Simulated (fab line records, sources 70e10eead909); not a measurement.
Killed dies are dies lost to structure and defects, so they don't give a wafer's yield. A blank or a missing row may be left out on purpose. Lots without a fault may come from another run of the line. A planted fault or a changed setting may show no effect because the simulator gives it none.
Which tool did it? | flow nand_harc | 13 lots, 39 wafers sampled, at 5 steps of a route of 1302

WHAT THE GAUGES READ, wafer by wafer
NHARC_A_CHANNEL_HOLE_D2_CD_MEAS_18. Usual: cd_nm 101 nm, standard deviation 3.3.
lot  | measured     | on        | cd_nm (nm)  | flag
L552 | day 14 13:17 | cd_sem-03 | 105 94 103  |
L553 | day 14 19:09 | cd_sem-01 | 99 102 100  |
L554 | day 15 04:22 | cd_sem-01 | 100 100 102 |
L556 | day 16 03:38 | cd_sem-02 | 98 106 99   |
L557 | day 16 04:31 | cd_sem-02 | 93 96 96    |
L558 | day 17 04:02 | cd_sem-02 | 103 98 101  |
L559 | day 17 05:20 | cd_sem-02 | 103 104 109 |
L560 | day 17 13:07 | cd_sem-01 | 102 102 104 |
L568 | day 21 01:49 | cd_sem-03 | 96 101 97   |
L569 | day 21 19:13 | cd_sem-01 | 98 105 98   |
L571 | day 22 08:29 | cd_sem-03 | 95 96 103   |
L570 | day 22 09:50 | cd_sem-03 | 100 102 96  |
L572 | day 22 18:00 | cd_sem-01 | 104 102 99  |

NHARC_END_SORT_01. Usual: killed_at_array 55, standard deviation 17; killed_at_other 0.9, standard deviation 1.2; killed_at_periphery 3.7, standard deviation 2.5; killed_dies 59, standard deviation 18; killed_open 3.4, standard deviation 1.9; killed_short 2.6, standard deviation 1.6.
lot  | measured     | on        | killed_at_array | killed_at_other | killed_at_periphery | killed_dies | killed_open | killed_short | flag
L553 | day 27 14:11 | prober-02 | 73 71 70        | 0 0 0           | 3 2 1               | 76 73 71    | 4 3 10      | 3 1 2        |
L554 | day 27 01:24 | prober-01 | 24 23 22        | 0 0 0           | 2 3 2               | 26 26 24    | 0 5 7       | 4 5 3        |
L556 | day 27 16:14 | prober-01 | 75 81 75        | 1 0 0           | 2 0 2               | 78 81 77    | 2 2 2       | 1 3 2        |
L557 | day 27 20:23 | prober-02 | 30 31 25        | 1 1 3           | 1 3 0               | 32 35 28    | 2 2 4       | 1 1 1        |
L558 | day 28 18:16 | prober-01 | 668 667 668     | 5 3 3           | 4 7 6               | 677 677 677 | 3 1 3       | 5 1 3        | OFF
L559 | day 28 17:29 | prober-02 | 676 670 674     | 0 2 0           | 1 5 3               | 677 677 677 | 2 4 3       | 3 4 1        | OFF
L560 | day 29 01:13 | prober-01 | 670 671 665     | 0 0 0           | 7 6 12              | 677 677 677 | 4 3 1       | 5 2 2        | OFF

WHICH TOOL RAN EACH LOT (tool, then ch and the chambers of the sampled wafers, then the start)
lot  | NHARC_A_CHANNEL_HOLE_D2_ETCH_20  | NHARC_A_CHANNEL_HOLE_D2_ETCH_23  | NHARC_A_CHANNEL_FILL_D2_CMP_10
L552 | har_etch-02 ch 0,1, day 14 13:28 | har_etch-02 ch 0,1, day 14 14:47 | cmp-04 ch 2,3, day 16 23:43
L553 | har_etch-01 ch 0,1, day 14 19:29 | har_etch-01 ch 0,1, day 14 21:01 | cmp-04 ch 0,1,2, day 16 23:53
L554 | har_etch-01 ch 0,1, day 15 04:39 | har_etch-01 ch 0,1, day 15 06:07 | cmp-01 ch 0,2,3, day 17 11:04
L556 | har_etch-01 ch 0, day 16 03:52   | har_etch-01 ch 0, day 16 05:16   | cmp-04 ch 1,2,3, day 18 09:28
L557 | har_etch-01 ch 0,1, day 16 07:58 | har_etch-01 ch 0,1, day 16 09:17 | cmp-01 ch 0,2,3, day 18 15:33
L558 | har_etch-02 ch 0,1, day 17 10:10 | har_etch-02 ch 0,1, day 17 11:32 | cmp-01 ch 0,1,3, day 19 17:20
L559 | har_etch-01 ch 0,1, day 17 12:44 | har_etch-01 ch 0,1, day 17 14:05 | cmp-03 ch 0,2,3, day 19 17:19
L560 | har_etch-02 ch 0,1, day 17 14:17 | har_etch-02 ch 0,1, day 17 15:36 | cmp-04 ch 0,1,3, day 19 20:59
L568 | har_etch-02 ch 0,1, day 21 02:06 | har_etch-02 ch 0,1, day 21 03:34 | cmp-01 ch 0,1,3, day 23 09:30
L569 | har_etch-02 ch 1, day 21 20:04   | har_etch-02 ch 1, day 21 21:26   | cmp-04 ch 1,2,3, day 24 02:59
L571 | har_etch-01 ch 0,1, day 22 08:49 | har_etch-01 ch 0,1, day 22 10:20 | cmp-04 ch 1,2, day 24 15:08
L570 | har_etch-02 ch 0,1, day 22 10:02 | har_etch-02 ch 0,1, day 22 11:22 | cmp-01 ch 1,2,3, day 24 15:11
L572 | har_etch-02 ch 0,1, day 22 22:11 | har_etch-02 ch 0,1, day 22 23:31 | cmp-03 ch 0,1,2, day 25 03:42
- NHARC_A_CHANNEL_HOLE_D2_ETCH_20: etches the open film in C4F8/O2/Ar, time 361.9 s, target depth 1600 nm.
- NHARC_A_CHANNEL_HOLE_D2_ETCH_23: etches the open film in C4F8/O2/Ar, time 819 s, target depth 1600 nm.
- NHARC_A_CHANNEL_FILL_D2_CMP_10: polishes, target thk 150 nm.

WHAT THE TOOLS THEMSELVES READ (means of the sampled wafers that have a number; where no wafer has one, the mark that the record gives instead)
NHARC_A_CHANNEL_HOLE_D2_ETCH_20. Usual: drypump_motor_current_A 6.01 A, standard deviation 0.28; showerhead_plenum_p_Torr 3.72 Torr, standard deviation 0.097; throttle_valve_pct 32.155 %, standard deviation 0.0092.
lot  | tool        | drypump_motor_current_A (A) | showerhead_plenum_p_Torr (Torr) | throttle_valve_pct (%) | flag
L552 | har_etch-02 | 5.94                        | 3.64                            | 32.168                 |
L553 | har_etch-01 | 6.18                        | 3.69                            | 32.160                 |
L554 | har_etch-01 | 6.16                        | 3.68                            | 32.150                 |
L556 | har_etch-01 | 6.16                        | 3.68                            | 32.155                 |
L557 | har_etch-01 | 6.18                        | 3.68                            | 32.155                 |
L558 | har_etch-02 | 5.76                        | 3.78                            | 32.161                 |
L559 | har_etch-01 | 6.17                        | 3.67                            | 32.153                 |
L560 | har_etch-02 | 5.96                        | 3.85                            | 32.143                 |
L568 | har_etch-02 | 5.95                        | 3.83                            | 32.151                 |
L569 | har_etch-02 | 6.20                        | 3.90                            | 32.162                 |
L571 | har_etch-01 | 6.17                        | 3.63                            | 32.152                 |
L570 | har_etch-02 | 5.98                        | 3.82                            | 32.150                 |
L572 | har_etch-02 | 5.76                        | 3.74                            | 32.161                 |

NHARC_A_CHANNEL_HOLE_D2_ETCH_23. Usual: drypump_motor_current_A 6.02 A, standard deviation 0.28; showerhead_plenum_p_Torr 3.71 Torr, standard deviation 0.097; throttle_valve_pct 32.154 %, standard deviation 0.0084.
lot  | tool        | drypump_motor_current_A (A) | showerhead_plenum_p_Torr (Torr) | throttle_valve_pct (%) | flag
L552 | har_etch-02 | 5.95                        | 3.64                            | 32.151                 |
L553 | har_etch-01 | 6.19                        | 3.69                            | 32.159                 |
L554 | har_etch-01 | 6.18                        | 3.68                            | 32.153                 |
L556 | har_etch-01 | 6.15                        | 3.68                            | 32.165                 |
L557 | har_etch-01 | 6.16                        | 3.68                            | 32.152                 |
L558 | har_etch-02 | 5.73                        | 3.78                            | 32.153                 |
L559 | har_etch-01 | 6.18                        | 3.67                            | 32.156                 |
L560 | har_etch-02 | 5.99                        | 3.85                            | 32.147                 |
L568 | har_etch-02 | 5.97                        | 3.82                            | 32.164                 |
L569 | har_etch-02 | 6.19                        | 3.90                            | 32.151                 |
L571 | har_etch-01 | 6.19                        | 3.63                            | 32.156                 |
L570 | har_etch-02 | 5.95                        | 3.82                            | 32.149                 |
L572 | har_etch-02 | 5.75                        | 3.74                            | 32.154                 |

NHARC_A_CHANNEL_FILL_D2_CMP_10. Usual: edge_zone_pressure_frac 1.000, standard deviation 0.0053; motor_current_A 11.7 A, standard deviation 1.1; time_to_endpoint_s 14 s, standard deviation 3.7.
lot  | tool   | edge_zone_pressure_frac | motor_current_A (A) | time_to_endpoint_s (s) | flag
L552 | cmp-04 | 1.004                   | 11.6                | 14                     |
L553 | cmp-04 | 0.994                   | 10.9                | 13                     |
L554 | cmp-01 | 1.007                   | 12.2                | 10                     |
L556 | cmp-04 | 1.000                   | 11.0                | 14                     |
L557 | cmp-01 | 1.000                   | 11.8                | 12                     |
L558 | cmp-01 | -                       | -                   | -                      | OFF
L559 | cmp-03 | -                       | -                   | -                      | OFF
L560 | cmp-04 | -                       | -                   | -                      | OFF
L568 | cmp-01 | 1.002                   | 12.4                | 15                     |
L569 | cmp-04 | 1.000                   | 10.7                | 8                      |
L571 | cmp-04 | 1.003                   | 10.3                | 11                     |
L570 | cmp-01 | 0.999                   | 11.5                | 17                     |
L572 | cmp-03 | 0.999                   | 13.5                | 17                     |

THE ANSWER, worked out from the rows above alone
Rule: a lot is off if the mean of its wafers that have a number lies more than 3 standard deviations from the usual mean. A lot without any number at a reading at which 4 lots or more have one is off too. The other lots that the step has rows for count as sound. The gauges are gone through in route order, then the tools' own readings, and for those a lot's mean is taken as printed above. The first step at which some lot is off is used, and at that step the reading that is off furthest; a lot without a number counts as furthest.
Off: L558, L559, L560, at NHARC_END_SORT_01 (killed_at_array). Neither off nor sound, because the step has no rows for them: L552, L568, L569, L571, L570, L572.
A tool fits if, at a process step before that reading, it ran every lot that is off, and no sound lot after the first of them. The gauges at NHARC_END_SORT_01 aren't tried: what is off there is off at NHARC_A_CHANNEL_FILL_D2_CMP_10 too, on other tools, and a gauge's error can't cause that. None of those tried fits.

WHAT THE SIMULATOR HAD PUT IN
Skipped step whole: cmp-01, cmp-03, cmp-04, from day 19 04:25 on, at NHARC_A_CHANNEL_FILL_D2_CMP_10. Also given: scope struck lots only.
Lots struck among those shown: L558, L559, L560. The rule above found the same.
